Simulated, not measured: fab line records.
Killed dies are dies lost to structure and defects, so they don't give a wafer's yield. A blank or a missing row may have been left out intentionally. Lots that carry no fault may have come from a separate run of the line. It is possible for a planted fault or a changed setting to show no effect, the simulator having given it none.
fab line records | flow nandHarc
[record] lots = 12 wafers = 36 lastDay = 34
route steps=1302 shown A_STAIRCASE@746 A_SGD_CUT@890 END@1302
lots with no fault: from the same line, run without faults
startH: start of the lot's first displayed wafer, in hours after the record's first day | waitH: hours since the lot's step before | " as in the row above | L1.1+2: a row that stands for several wafers | - either no value or no given start | * or withheld: withheld | < > ~ a bound
route shown NAME@n: NAME is a module with steps in the file, n the number in the route of the first one | usual: the fault-free wafers' mean and standard deviation | same: alike in all rows | chamber/n: place in a boat | sites: readings site by site | _std_site: the values' standard deviation | _edge_site: the outer-site mean with the inner-site mean subtracted | radiusMm: for every site, how far away it sits from the centre of the wafer | mask NAME#n: copy n | behind: the tool/chamber that last shaped the wafer | hold: cause of the lot's hold/its duration in hours/its outcome | device: transistor that didn't switch, given as n, p or np | end of line: tests run on the same wafers once the route is complete | a step given without rows: its recipe and nothing more | killed: the dies lost at the first sort to structure and to defects; this is not the yield of the wafer | map: shows each die of a wafer: x if killed, . if not, _ if none is there
set.NAME: setting as actually run; set.NAME@STEP: the setting as run at that earlier step | model.NAME: the simulator's own value behind a step, which no gauge read
route steps across a sampled set of lots; one table per step, one row per wafer
services: when a tool's chamber went out of use (startH, in hours from the record's first day, below 0 if earlier), for how many hours, and the reason
[[steps]]
[step NHARC_A_STAIRCASE_ETCH_232]
[recipe] targetDepthA = 1000 timeS = 40.5 ionEnergyEv = 400 c4f8FlowSccm = 20 o2FlowSccm = 10 arFlowSccm = withheld rfW = 600 biasW = 1000 chemistry = C4F8/O2
[usual] oesProductAu = 0.943/0.012 rfVppV = 892/5.5
[same] timeS = 40.5
// columns lot.wafer tool chamber startH waitH oesProductAu rfHoursCounterH rfVppV
L731.2 rieDiel-06 0 378.18 - 0.932 18 895
L731.3 " 3 " " 0.952 18 907
L731.4 " 0 " " 0.943 - 896
L730.4 rieDiel-04 2 388.91 - 0.917 7 890
L730.5 " 2 " " 0.923 - 889
L730.6 " 3 " " 0.947 - 888
L733.1 rieDiel-04 2 390.91 - 0.928 7 890
L733.6 " 0 " " 0.927 - 888
L733.5 " 1 " " 0.938 - 890
L735.1 rieDiel-02 1 403.73 - 0.947 0 891
L735.4 " 3 " " 0.942 0 889
L735.5 " 0 " " 0.960 - 889
L736.4 rieDiel-02 0 419.49 - 0.949 6 888
L736.5 " 1 " " 0.945 - 889
L736.6 " 2 " " 0.965 - 896
L739.2 rieDiel-04 3 456.32 - 0.926 32 887
L739.6 " 3 " " 0.931 - 887
L739.5 " 0 " " 0.938 - 887
L740.2 rieDiel-06 0 478.13 - 0.948 50 895
L740.1 " 2 " " 0.918 54 892
L740.5 " 0 " " 0.949 - 895
L743.2 rieDiel-06 3 509.36 - 0.950 2 905
L743.5 " 0 " " 0.933 - 897
L743.6 " 1 " " 0.958 - 899
L745.2 rieDiel-04 3 520.64 - 0.931 52 886
L745.4 " 1 " " 0.930 47 889
L745.3 " 2 " " 0.932 47 888
L749.1 rieDiel-02 3 555.51 - 0.942 50 887
L749.2 " 0 " " 0.934 39 887
L749.5 " 3 " " 0.928 - 887
L748.3 rieDiel-02 1 555.84 - 0.949 45 888
L748.2 " 2 " " 0.955 49 896
L748.5 " 1 " " 0.952 - 890
L752.3 rieDiel-04 2 592.43 - 0.946 18 890
L752.4 " 3 " " 0.947 16 905
L752.6 " 0 " " 0.946 - 887
[step NHARC_A_SGD_CUT_DEP_00]
[recipe] targetThkA = 500 tempC = 400 targetThkNm = 50 flowSccm = 200 rfW = 450 material = SiNx
[usual] heaterPowerW = 690/79
// columns lot.wafer tool chamber startH waitH hold heaterPowerW
L731.2 pecvd-02 2 451.26 0.1 - 815
L731.3 " 0 " " - 570
L731.4 " 0 " " - 583
L733.1 pecvd-02 2 459.11 0.2 - 703
L733.5 " 2 " " - 727
L733.6 " 1 " " - 672
L730.6 pecvd-02 1 459.37 0.2 - 682
L730.5 " 2 " " - 705
L730.4 " 0 " " - 665
L735.1 pecvd-02 0 473.85 0.1 - 575
L735.4 " 2 " " - 839
L735.5 " 0 " " - 577
L736.4 pecvd-02 0 492.88 0.2 - 636
L736.5 " 1 " " - 730
L736.6 " 2 " " - 836
L739.2 pecvd-03 0 530.47 0.1 - 551
L739.6 " 1 " " - 590
L739.5 " 0 " " - 540
L740.2 pecvd-01 2 545.02 0.1 - 669
L740.1 " 0 " " - 784
L740.5 " 1 " " - 793
L743.2 pecvd-03 0 577.74 0.1 - 592
L743.6 " 0 " " - 622
L743.5 " 1 " " - 656
L745.3 pecvd-03 2 595.79 0.1 - 719
L745.2 " 0 " " - 677
L745.4 " 0 " " - 699
L749.1 pecvd-02 2 627.23 5.4 awaitDispo/5.4h/release 795
L749.2 " 1 " " awaitDispo/5.4h/release 666
L749.5 " 2 " " awaitDispo/5.4h/release 787
L748.3 pecvd-02 2 627.60 5.1 awaitDispo/5.1h/release 824
L748.2 " 1 " " awaitDispo/5.1h/release 611
L748.5 " 0 " " awaitDispo/5.1h/release 654
L752.3 pecvd-02 1 673.96 0.2 - 627
L752.4 " 2 " " - 729
L752.6 " 1 " " - 619
[step NHARC_A_SGD_CUT_CD_MEAS_09]
[recipe] targetCdNm = 100 landingEnergyEv = 500
[usual] cdNm = 99.8/0.46
// columns lot.wafer tool chamber startH waitH cdNm
L731.2 cdSem-02 0 451.99 - 100.3
L731.3 " 0 " " 100.0
L731.4 " 0 " " 99.8
L733.1 cdSem-02 0 459.83 - 100.1
L733.5 " 0 " " 100.2
L733.6 " 0 " " 99.3
L730.4 cdSem-02 0 460.01 - 99.8
L730.5 " 0 " " 100.0
L730.6 " 0 " " 99.6
L735.1 cdSem-01 0 474.51 - 100.0
L735.4 " 0 " " 100.2
L735.5 " 0 " " 99.7
L736.4 cdSem-02 0 493.40 - 100.0
L736.5 " 0 " " 99.8
L736.6 " 0 " " 100.5
L739.2 cdSem-03 0 531.14 - 100.6
L739.5 " 0 " " 101.6
L739.6 " 0 " " 100.7
L740.1 cdSem-02 0 545.59 - 99.4
L740.2 " 0 " " 99.2
L740.5 " 0 " " 99.7
L743.2 cdSem-02 0 578.31 - 99.5
L743.5 " 0 " " 100.4
L743.6 " 0 " " 99.5
L745.2 cdSem-03 0 596.49 - 99.3
L745.3 " 0 " " 100.3
L745.4 " 0 " " 99.5
L749.1 cdSem-02 0 627.83 - 99.3
L749.2 " 0 " " 100.2
L749.5 " 0 " " 100.8
L748.2 cdSem-02 0 628.22 - 99.2
L748.3 " 0 " " 99.9
L748.5 " 0 " " 99.3
L752.3 cdSem-01 0 674.69 - 99.7
L752.4 " 0 " " 99.9
L752.6 " 0 " " 100.0
[step NHARC_A_SGD_CUT_OVL_MEAS_10]
[usual] overlayXNm = 0.3/0.79 overlayYNm = 0.1/0.76
// columns lot.wafer tool chamber startH waitH overlayXNm overlayYNm
L731.2 overlay-01 - 452.07 - 1.0 0.6
L731.3 " - " " 1.1 0.8
L731.4 " - " " 1.2 0.6
L733.1 overlay-01 - 459.92 - 1.6 0.0
L733.5 " - " " 1.4 0.2
L733.6 " - " " 1.8 -0.1
L730.4 overlay-02 - 460.09 - 0.4 1.2
L730.5 " - " " 0.9 0.9
L730.6 " - " " 1.1 0.8
L735.1 overlay-01 - 474.60 - 0.5 1.3
L735.4 " - " " 0.2 1.3
L735.5 " - " " 0.9 0.4
L736.4 overlay-02 - 493.48 - -0.4 -0.4
L736.5 " - " " -0.2 0.6
L736.6 " - " " -0.6 0.0
L739.2 overlay-01 - 531.22 - 1.9 0.5
L739.5 " - " " 0.7 0.3
L739.6 " - " " 1.2 -0.3
L740.1 overlay-01 - 545.68 - 0.4 0.5
L740.2 " - " " 0.8 0.4
L740.5 " - " " 0.6 0.4
L743.2 overlay-01 - 578.39 - 0.4 0.3
L743.5 " - " " -0.7 0.1
L743.6 " - " " -0.5 -0.3
L745.2 overlay-02 - 596.57 - 0.1 0.4
L745.3 " - " " 0.1 0.1
L745.4 " - " " -0.3 0.3
L749.1 overlay-01 - 627.92 - 0.7 0.9
L749.2 " - " " -0.2 0.9
L749.5 " - " " -0.1 0.8
L748.2 overlay-02 - 628.30 - 1.4 0.8
L748.3 " - " " 0.4 0.9
L748.5 " - " " 1.3 0.7
L752.3 overlay-02 - 674.77 - 0.4 -1.1
L752.4 " - " " -0.1 -0.6
L752.6 " - " " -0.1 -0.5
[step NHARC_A_SGD_CUT_ETCH_58]
[recipe] targetDepthA = 390 overEtchFrac = 0.3 timeS = 65 ionEnergyEv = 80 cf4FlowSccm = 150 arFlowSccm = 0 rfW = 300 biasW = 100 chemistry = CF4
[usual] drypumpMotorCurrentA = 5.5/0.42 mfcArSccm = 0.016/0.013 oesProductAu = 1.003/0.0094 rfVppV = 151.1/1.2 showerheadPlenumPTorr = 1.75/0.069 throttleValvePct = 13.284/0.01
[same] timeS = 65
// columns lot.wafer tool chamber startH waitH drypumpMotorCurrentA mfcArSccm oesProductAu rfHoursCounterH rfVppV showerheadPlenumPTorr throttleValvePct
L731.2 rieDiel-05 2 452.26 0.1 5.3 0.029 0.991 2 150.8 1.85 13.299
L731.4 " 3 " " 4.9 0.038 0.988 1 149.6 1.70 13.290
L731.3 " 1 " " 5.5 0 1.011 2 150.0 1.72 13.282
L733.1 rieDiel-09 2 460.11 0.1 6.5 0.024 0.986 10 152.8 1.83 13.294
L733.5 " 1 " " 6.0 0 1.005 - 152.2 1.83 13.285
L733.6 " 2 " " 6.5 0.024 0.994 - 152.5 1.83 13.281
L730.4 rieDiel-12 0 460.27 0.1 5.5 0.019 0.989 1 150.1 1.68 13.307
L730.6 " 0 " " 5.5 0.019 0.992 - 150.4 1.68 13.287
L730.5 " 1 " " 5.4 0 0.996 - 152.6 1.85 13.297
L735.4 rieDiel-05 0 474.78 0.1 5.3 0.021 1.011 3 151.5 1.72 13.289
L735.1 " 3 " " 4.9 0.038 0.989 2 150.1 1.70 13.274
L735.5 " 1 " " 5.5 0 0.998 - 150.7 1.72 13.262
L736.4 rieDiel-12 2 493.68 0.1 5.6 0.013 0.998 3 151.6 1.80 13.292
L736.6 " 3 " " 5.8 0.015 1.002 - 150.3 1.68 13.285
L736.5 " 0 " " 5.5 0.019 1.002 - 149.5 1.68 13.270
L739.2 rieDiel-09 1 531.42 0.1 6.0 0 0.998 3 150.4 1.83 13.265
L739.6 " 3 " " 6.3 0 1.007 - 150.2 1.66 13.273
L739.5 " 0 " " 5.7 0 1.006 - 150.0 1.71 13.255
L740.1 rieDiel-09 3 545.87 0.1 6.3 0 1.021 4 149.6 1.66 13.293
L740.2 " 0 " " 5.7 0 1.006 5 149.8 1.71 13.278
L740.5 " 0 " " 5.7 0 1.007 - 151.8 1.70 13.283
L743.2 rieDiel-12 3 578.58 0.1 5.8 0.015 1.005 9 151.2 1.68 13.278
L743.5 " 2 " " 5.6 0.013 1.006 - 152.4 1.80 13.297
L743.6 " 3 " " 5.8 0.015 1.009 - 150.8 1.68 13.282
L745.4 rieDiel-05 0 596.76 0.1 5.4 0.021 1.013 0 150.1 1.72 13.294
L745.2 " 2 " " 5.2 0.029 1.009 0 151.8 1.85 13.286
L745.3 " 3 " " 4.9 0.038 1.004 0 150.6 1.70 13.259
L749.1 rieDiel-09 0 630.52 0.1 5.7 0 0.996 9 150.2 1.70 13.281
L749.2 " 1 " " 6.0 0 0.999 10 152.0 1.83 13.289
L749.5 " 0 " " 5.7 0 0.995 - 150.6 1.70 13.302
L748.2 rieDiel-05 3 631.48 0.1 4.8 0.038 0.995 2 150.6 1.70 13.295
L748.3 " 2 " " 5.3 0.029 1.012 2 151.9 1.85 13.276
L748.5 " 2 " " 5.3 0.029 1.019 - 152.1 1.85 13.282
L752.4 rieDiel-05 3 674.96 0.1 4.8 0.038 1.000 5 150.4 1.70 13.288
L752.3 " 1 " " 5.5 0 0.996 5 150.8 1.72 13.298
L752.6 " 3 " " 4.8 0.038 1.009 - 151.4 1.70 13.291
[step NHARC_END_SORT_01]
[recipe] tempC = 25
[usual] killedAtArray = 58/20 killedAtOther = 0.8/1 killedAtPeriphery = 4.6/2.8 killedDies = 63/19 killedOpen = 3.4/2 killedShort = 2.4/1.8
[same] grossDies = 677
// columns lot.wafer tool chamber startH waitH killedAtArray killedAtOther killedAtPeriphery killedDies killedOpen killedShort
L731.2 prober-02 0 581.05 2.8 74 1 4 79 2 3
L731.3 prober-02 0 581.85 3.1 68 0 8 76 5 2
L731.4 prober-02 0 582.65 3.4 76 0 3 79 1 1
L730.4 prober-01 0 582.67 3.4 54 1 6 61 4 0
L730.5 prober-01 0 583.48 3.7 63 0 4 67 1 7
L730.6 prober-01 0 584.28 4.0 42 0 7 49 3 2
L733.1 prober-01 0 588.05 2.5 62 0 2 64 2 1
L733.5 prober-01 0 591.20 3.6 47 2 4 53 9 6
L733.6 prober-01 0 591.99 3.9 81 1 2 84 4 4
L735.1 prober-02 0 597.70 2.5 73 1 3 77 8 1
L735.4 prober-02 0 600.11 3.4 67 1 8 76 4 1
L735.5 prober-02 0 600.91 3.7 63 5 7 75 2 7
L736.4 prober-01 0 624.47 3.4 82 0 7 89 1 3
L736.5 prober-01 0 625.27 3.7 43 0 7 50 2 2
L736.6 prober-01 0 626.07 4.0 65 0 6 71 3 1
L739.2 prober-02 0 656.43 2.8 47 2 6 55 6 1
L739.5 prober-02 0 658.83 3.7 59 1 3 63 2 0
L739.6 prober-02 0 659.64 4.0 47 1 5 53 1 2
L740.1 prober-01 0 686.72 2.5 39 0 4 43 6 1
L740.2 prober-01 0 687.50 2.8 42 0 5 47 4 4
L740.5 prober-01 0 689.84 3.6 42 2 7 51 4 3
L743.2 prober-02 0 702.10 2.8 89 0 4 93 5 1
L743.5 prober-02 0 704.52 3.7 75 2 6 83 9 0
L743.6 prober-02 0 705.33 4.0 97 0 0 97 3 1
L745.2 prober-01 0 717.74 2.8 108 1 3 112 4 2
L745.3 prober-01 0 718.53 3.1 105 2 3 110 3 1
L745.4 prober-01 0 719.32 3.4 91 0 6 97 7 2
L748.2 prober-01 0 777.01 2.8 146 1 2 149 3 4
L748.3 prober-01 0 777.82 3.1 155 1 4 160 0 1
L748.5 prober-01 0 779.43 3.7 123 0 9 132 6 2
L749.1 prober-02 0 778.29 2.5 146 1 1 148 0 3
L749.2 prober-02 0 779.10 2.8 100 0 1 101 3 0
L749.5 prober-02 0 781.51 3.7 153 1 1 155 2 1
L752.3 prober-02 0 803.22 3.1 71 0 4 75 0 0
L752.4 prober-02 0 804.01 3.4 71 2 6 79 4 6
L752.6 prober-02 0 805.61 4.0 72 0 7 79 2 2
// killed by level:class
L731.2 A_CHANNEL_HOLE_D1:chamberFilmFlake=39 A_CHANNEL_HOLE_D2:chamberFilmFlake=21 P_GATE:chamberFilmFlake=2 A_SLIT:chamberFilmFlake=2 A_CHANNEL_FILL_D2:chamberFilmFlake=2 A_STAIRCASE:chamberFilmFlake=2 A_CONTACT:chamberFilmFlake=2 P_STI:geometricParticle:short=1
L731.3 A_CHANNEL_HOLE_D2:chamberFilmFlake=24 A_CHANNEL_HOLE_D1:chamberFilmFlake=23 A_STAIRCASE:chamberFilmFlake=6 P_GATE:chamberFilmFlake=4 A_CHANNEL_FILL_D2:chamberFilmFlake=3 P_ZERO_WELL:chamberFilmFlake=2 A_SLIT:chamberFilmFlake=2 A_CONTACT:chamberFilmFlake=2
L731.4 A_CHANNEL_HOLE_D1:chamberFilmFlake=32 A_CHANNEL_HOLE_D2:chamberFilmFlake=24 A_CONTACT:chamberFilmFlake=6 A_STAIRCASE:chamberFilmFlake=3 P_ZERO_WELL:chamberFilmFlake=2 A_ZERO_WELL:chamberFilmFlake=2 A_DECK1_JOINT:chamberFilmFlake=2 A_CHANNEL_FILL_D2:chamberFilmFlake=2
L730.4 A_CHANNEL_HOLE_D1:chamberFilmFlake=35 A_CHANNEL_HOLE_D2:chamberFilmFlake=10 P_STI:chamberFilmFlake=2 P_GATE:chamberFilmFlake=2 P_M1:geometricParticle:open=1 A_DECK1_JOINT:geometricParticle:open=1 A_CHANNEL_FILL_D2:geometricParticle:open=1 A_BLC:geometricParticle:open=1
L730.5 A_CHANNEL_HOLE_D1:chamberFilmFlake=35 A_CHANNEL_HOLE_D2:chamberFilmFlake=11 A_ONON_D1:geometricParticle:short=3 A_ONON_D2:geometricParticle:short=3 A_SLIT:chamberFilmFlake=3 A_WL_FILL:chamberFilmFlake=3 P_STI:chamberFilmFlake=2 A_STAIRCASE:chamberFilmFlake=2
L730.6 A_CHANNEL_HOLE_D1:chamberFilmFlake=21 A_CHANNEL_HOLE_D2:chamberFilmFlake=8 P_STI:chamberFilmFlake=3 A_STAIRCASE:chamberFilmFlake=3 A_WL_FILL:chamberFilmFlake=2 P_M1:geometricParticle:open=2 A_SLIT:chamberFilmFlake=2 A_SOURCE_PLATE:geometricParticle:open=1
L733.1 A_CHANNEL_HOLE_D2:chamberFilmFlake=35 A_SLIT:chamberFilmFlake=15 A_BONDPAD:chamberFilmFlake=4 A_CHANNEL_HOLE_D1:chamberFilmFlake=3 A_CONTACT:chamberFilmFlake=2 P_M0:geometricParticle:short=1 P_M1:geometricParticle:open=1 A_BLC:geometricParticle:open=1
L733.5 A_CHANNEL_HOLE_D2:chamberFilmFlake=16 A_SLIT:chamberFilmFlake=8 A_BONDPAD:chamberFilmFlake=5 A_CONTACT:chamberFilmFlake=4 A_M0:geometricParticle:open=3 A_CHANNEL_HOLE_D1:chamberFilmFlake=2 THIN_TSV:chamberFilmFlake=2 P_ZERO_WELL:geometricParticle:open=1
L733.6 A_CHANNEL_HOLE_D2:chamberFilmFlake=35 A_SLIT:chamberFilmFlake=24 A_BONDPAD:chamberFilmFlake=6 A_CHANNEL_FILL_D1:chamberFilmFlake=3 A_WL_FILL:geometricParticle:short=2 A_WL_FILL:chamberFilmFlake=2 P_M1:geometricParticle:open=1 A_CHANNEL_FILL_D1:geometricParticle:open=1
L735.1 A_CHANNEL_HOLE_D2:chamberFilmFlake=35 A_SLIT:chamberFilmFlake=17 A_STAIRCASE:chamberFilmFlake=5 A_CHANNEL_HOLE_D1:chamberFilmFlake=3 A_CHANNEL_FILL_D1:chamberFilmFlake=3 P_STI:chamberFilmFlake=2 A_CONTACT:chamberFilmFlake=2 P_M0:geometricParticle:open=1
L735.4 A_CHANNEL_HOLE_D2:chamberFilmFlake=35 A_SLIT:chamberFilmFlake=21 P_GATE:chamberFilmFlake=6 A_STAIRCASE:chamberFilmFlake=3 A_ONON_D2:geometricParticle:open=2 A_CHANNEL_FILL_D1:chamberFilmFlake=2 P_M2:geometricParticle:open=1 A_CHANNEL_FILL_D1:geometricParticle:short=1
L735.5 A_CHANNEL_HOLE_D2:chamberFilmFlake=31 A_SLIT:chamberFilmFlake=18 THIN_TSV:chamberFilmFlake=5 A_STAIRCASE:chamberFilmFlake=4 P_GATE:chamberFilmFlake=3 P_BONDPAD:chamberFilmFlake=2 A_CONTACT:chamberFilmFlake=2 P_CONTACT:geometricParticle:short=1
L736.4 A_SLIT:chamberFilmFlake=34 A_CHANNEL_HOLE_D1:chamberFilmFlake=28 A_CHANNEL_HOLE_D2:chamberFilmFlake=9 P_STI:chamberFilmFlake=5 A_CONTACT:chamberFilmFlake=5 P_GATE:chamberFilmFlake=2 A_ONON_D1:geometricParticle:short=1 A_ONON_D1:geometricParticle:open=1
L736.5 A_CHANNEL_HOLE_D1:chamberFilmFlake=17 A_SLIT:chamberFilmFlake=14 P_STI:chamberFilmFlake=5 A_CHANNEL_FILL_D1:chamberFilmFlake=3 A_STAIRCASE:chamberFilmFlake=2 A_CONTACT:chamberFilmFlake=2 A_CHANNEL_FILL_D1:geometricParticle:short=1 A_ONON_D2:geometricParticle:open=1
L736.6 A_CHANNEL_HOLE_D1:chamberFilmFlake=25 A_SLIT:chamberFilmFlake=24 A_CHANNEL_HOLE_D2:chamberFilmFlake=8 P_STI:chamberFilmFlake=6 A_CONTACT:chamberFilmFlake=3 A_ONON_D1:geometricParticle:open=1 A_CHANNEL_HOLE_D1:geometricParticle:open=1 A_DECK1_JOINT:geometricParticle:open=1
L739.2 A_SLIT:chamberFilmFlake=24 A_CHANNEL_HOLE_D2:chamberFilmFlake=14 P_CONTACT:chamberFilmFlake=4 P_CONTACT:geometricParticle:open=1 A_DECK1_JOINT:geometricParticle:open=1 A_ONON_D2:geometricParticle:open=1 A_CHANNEL_FILL_D2:geometricParticle:open=1 A_CONTACT:geometricParticle:open=1
L739.5 A_SLIT:chamberFilmFlake=41 A_CHANNEL_HOLE_D2:chamberFilmFlake=12 A_CHANNEL_HOLE_D1:chamberFilmFlake=2 A_DECK1_JOINT:chamberFilmFlake=2 P_M0:geometricParticle:open=1 A_M0:geometricParticle:open=1 P_ZERO_WELL:chamberFilmFlake=1 P_CONTACT:chamberFilmFlake=1
L739.6 A_SLIT:chamberFilmFlake=27 A_CHANNEL_HOLE_D2:chamberFilmFlake=16 P_CONTACT:chamberFilmFlake=3 P_M0:geometricParticle:short=1 P_M1:geometricParticle:open=1 A_BLC:geometricParticle:short=1 A_DECK1_JOINT:chamberFilmFlake=1 A_CHANNEL_FILL_D2:chamberFilmFlake=1
L740.1 A_CHANNEL_HOLE_D1:chamberFilmFlake=23 A_STAIRCASE:chamberFilmFlake=4 A_SLIT:chamberFilmFlake=3 A_SOURCE_PLATE:geometricParticle:open=2 P_M2:chamberFilmFlake=2 P_M0:geometricParticle:open=1 A_SGD_CUT:geometricParticle:open=1 A_SLIT:geometricParticle:short=1
L740.2 A_CHANNEL_HOLE_D1:chamberFilmFlake=29 A_CHANNEL_HOLE_D2:chamberFilmFlake=3 A_STAIRCASE:chamberFilmFlake=2 P_GATE:geometricParticle:short=1 P_CONTACT:geometricParticle:open=1 A_ONON_D2:geometricParticle:short=1 A_CHANNEL_HOLE_D2:geometricParticle:short=1 A_CHANNEL_FILL_D2:geometricParticle:open=1
L740.5 A_CHANNEL_HOLE_D1:chamberFilmFlake=33 A_CONTACT:chamberFilmFlake=3 P_M2:chamberFilmFlake=3 A_SLIT:chamberFilmFlake=3 P_M0:geometricParticle:open=2 P_BONDPAD:geometricParticle:short=1 A_DECK1_JOINT:geometricParticle:short=1 A_M0:geometricParticle:open=1
L743.2 A_CHANNEL_HOLE_D1:chamberFilmFlake=31 A_CHANNEL_HOLE_D2:chamberFilmFlake=30 A_SLIT:chamberFilmFlake=24 P_CONTACT:geometricParticle:open=2 P_STI:chamberFilmFlake=2 A_CHANNEL_FILL_D1:geometricParticle:short=1 A_ONON_D2:geometricParticle:open=1 A_CHANNEL_FILL_D2:geometricParticle:open=1
L743.5 A_CHANNEL_HOLE_D2:chamberFilmFlake=30 A_CHANNEL_HOLE_D1:chamberFilmFlake=24 A_SLIT:chamberFilmFlake=12 P_M0:chamberFilmFlake=2 P_CONTACT:geometricParticle:open=1 P_M0:geometricParticle:open=1 P_BONDPAD:geometricParticle:open=1 A_ONON_D1:geometricParticle:open=1
L743.6 A_SLIT:chamberFilmFlake=34 A_CHANNEL_HOLE_D1:chamberFilmFlake=32 A_CHANNEL_HOLE_D2:chamberFilmFlake=20 A_STAIRCASE:chamberFilmFlake=3 A_CONTACT:chamberFilmFlake=3 A_DECK1_JOINT:geometricParticle:open=1 A_ONON_D2:geometricParticle:short=1 A_ONON_D2:geometricParticle:open=1
L745.2 A_SLIT:chamberFilmFlake=36 A_CHANNEL_HOLE_D1:chamberFilmFlake=33 A_CHANNEL_HOLE_D2:chamberFilmFlake=16 A_CONTACT:chamberFilmFlake=11 A_SGD_CUT:chamberFilmFlake=4 A_CHANNEL_FILL_D1:geometricParticle:open=2 P_M1:chamberFilmFlake=2 A_ONON_D1:geometricParticle:open=1
L745.3 A_CHANNEL_HOLE_D1:chamberFilmFlake=34 A_SLIT:chamberFilmFlake=30 A_CHANNEL_HOLE_D2:chamberFilmFlake=21 A_CONTACT:chamberFilmFlake=10 A_SGD_CUT:chamberFilmFlake=4 A_BLC:geometricParticle:open=2 P_M1:chamberFilmFlake=2 A_STAIRCASE:chamberFilmFlake=2
L745.4 A_SLIT:chamberFilmFlake=34 A_CONTACT:chamberFilmFlake=17 A_CHANNEL_HOLE_D1:chamberFilmFlake=15 A_CHANNEL_HOLE_D2:chamberFilmFlake=11 A_SGD_CUT:chamberFilmFlake=5 P_M2:chamberFilmFlake=3 A_SOURCE_PLATE:geometricParticle:open=2 P_CONTACT:geometricParticle:open=1
L748.2 A_STAIRCASE:unspecified=99 A_SLIT:chamberFilmFlake=20 A_CHANNEL_HOLE_D1:chamberFilmFlake=11 A_WL_FILL:chamberFilmFlake=3 A_CONTACT:chamberFilmFlake=3 A_CHANNEL_FILL_D2:geometricParticle:short=2 A_STAIRCASE:chamberFilmFlake=2 P_GATE:geometricParticle:short=1
L748.3 A_STAIRCASE:unspecified=76 A_SLIT:chamberFilmFlake=34 A_CHANNEL_HOLE_D1:chamberFilmFlake=30 A_CHANNEL_HOLE_D2:chamberFilmFlake=4 A_CONTACT:chamberFilmFlake=4 P_ZERO_WELL:chamberFilmFlake=3 A_WL_FILL:chamberFilmFlake=3 A_STAIRCASE:chamberFilmFlake=2
L749.1 A_STAIRCASE:unspecified=79 A_CHANNEL_HOLE_D1:chamberFilmFlake=29 A_CHANNEL_HOLE_D2:chamberFilmFlake=20 A_CONTACT:chamberFilmFlake=5 A_SLIT:chamberFilmFlake=4 A_CHANNEL_FILL_D2:chamberFilmFlake=2 A_STAIRCASE:chamberFilmFlake=2 A_ONON_D2:geometricParticle:short=1
L749.2 A_STAIRCASE:unspecified=42 A_CHANNEL_HOLE_D2:chamberFilmFlake=28 A_CHANNEL_HOLE_D1:chamberFilmFlake=21 A_CONTACT:chamberFilmFlake=3 A_SLIT:chamberFilmFlake=2 P_CONTACT:geometricParticle:open=1 A_ONON_D2:geometricParticle:open=1 A_BLC:geometricParticle:open=1
L748.5 A_STAIRCASE:unspecified=81 A_CHANNEL_HOLE_D1:chamberFilmFlake=15 A_SLIT:chamberFilmFlake=15 A_CONTACT:chamberFilmFlake=6 P_CONTACT:geometricParticle:open=3 P_ZERO_WELL:chamberFilmFlake=3 P_CONTACT:geometricParticle:short=1 P_M0:geometricParticle:open=1
L749.5 A_STAIRCASE:unspecified=79 A_CHANNEL_HOLE_D1:chamberFilmFlake=40 A_CHANNEL_HOLE_D2:chamberFilmFlake=23 A_CHANNEL_FILL_D2:chamberFilmFlake=4 A_CONTACT:chamberFilmFlake=2 A_SLIT:chamberFilmFlake=2 A_CHANNEL_HOLE_D1:geometricParticle:open=1 A_M0:geometricParticle:open=1
L752.3 A_SLIT:chamberFilmFlake=35 A_CHANNEL_HOLE_D2:chamberFilmFlake=17 A_CHANNEL_HOLE_D1:chamberFilmFlake=8 A_DECK1_JOINT:chamberFilmFlake=4 A_WL_FILL:chamberFilmFlake=3 P_GATE:chamberFilmFlake=2 P_BONDPAD:chamberFilmFlake=2 A_STAIRCASE:chamberFilmFlake=2
L752.4 A_CHANNEL_HOLE_D2:chamberFilmFlake=24 A_SLIT:chamberFilmFlake=22 A_CHANNEL_HOLE_D1:chamberFilmFlake=9 P_BONDPAD:chamberFilmFlake=5 A_WL_FILL:chamberFilmFlake=4 A_SOURCE_PLATE:geometricParticle:short=2 A_DECK1_JOINT:geometricParticle:short=2 A_WL_FILL:geometricParticle:short=2
L752.6 A_CHANNEL_HOLE_D2:chamberFilmFlake=26 A_SLIT:chamberFilmFlake=21 A_CHANNEL_HOLE_D1:chamberFilmFlake=15 P_BONDPAD:chamberFilmFlake=5 A_DECK1_JOINT:chamberFilmFlake=3 A_CONTACT:geometricParticle:open=2 A_STAIRCASE:chamberFilmFlake=2 A_WL_FILL:chamberFilmFlake=2
[[services]]
// columns tool chamber startH hours kind
rieDiel-04 - 355.18 9.0 pm
rieDiel-05 1 367.82 2.7 repair
rieDiel-05 2 380.39 3.8 repair
rieDiel-02 - 393.77 9.0 pm
pecvd-02 1 405.17 5.9 repair
rieDiel-05 - 406.60 9.0 pm
rieDiel-09 3 406.60 12.5 repair
pecvd-02 - 408.40 13.0 pm
rieDiel-05 3 460.63 7.0 repair
rieDiel-09 - 497.30 9.0 pm
rieDiel-02 2 500.57 1.9 repair
rieDiel-04 2 506.47 6.2 repair
rieDiel-05 1 528.51 6.6 repair
rieDiel-04 - 532.18 9.0 pm
rieDiel-09 0 557.55 8.1 repair
rieDiel-02 - 573.36 9.0 pm
rieDiel-05 - 583.60 9.0 pm
pecvd-02 - 589.53 13.0 pm
rieDiel-09 3 610.46 4.8 repair
rieDiel-05 0 614.98 14.2 repair
rieDiel-04 2 633.68 5.4 repair
rieDiel-02 0 641.24 7.2 repair
rieDiel-04 3 648.56 46.2 repair
pecvd-02 0 673.70 5.3 repair
[[key]]
[firstSign] step = NHARC_END_SORT_01 reading = killedDies direction = up sigmas = 4 usual = 63 struck = 141
[effect] step = NHARC_END_SORT_01 reading = killedAtArray direction = up sigmas = 4 usual = 58 struck = 137
[moreKillsBornAt] NHARC_A_STAIRCASE_ETCH_232@rieDiel-02 = 454
metAt NHARC_A_STAIRCASE_ETCH_232
struckLots L748,L749
testerLeftOut L748,L749
notActingAt NHARC_A_SGD_CUT_CD_MEAS_09,NHARC_A_SGD_CUT_OVL_MEAS_10,NHARC_A_SGD_CUT_ETCH_58
onsetBetween 419.49 555.51
[fault] kind = chamberParticleSource tool = rieDiel-02 chamber = - onsetH = 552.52 steps = NHARC_A_STAIRCASE_ETCH_232 ratePerVisitCm2 = 1.1021 endH = 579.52
// testerLeftOut: of these lots the tester's yield and bins aren't shown, on N5 and GAA mostly nor the transistor test; their killed dies are dies lost to structure and defects alone, not to doping, threshold or leakage, so they don't give the yield
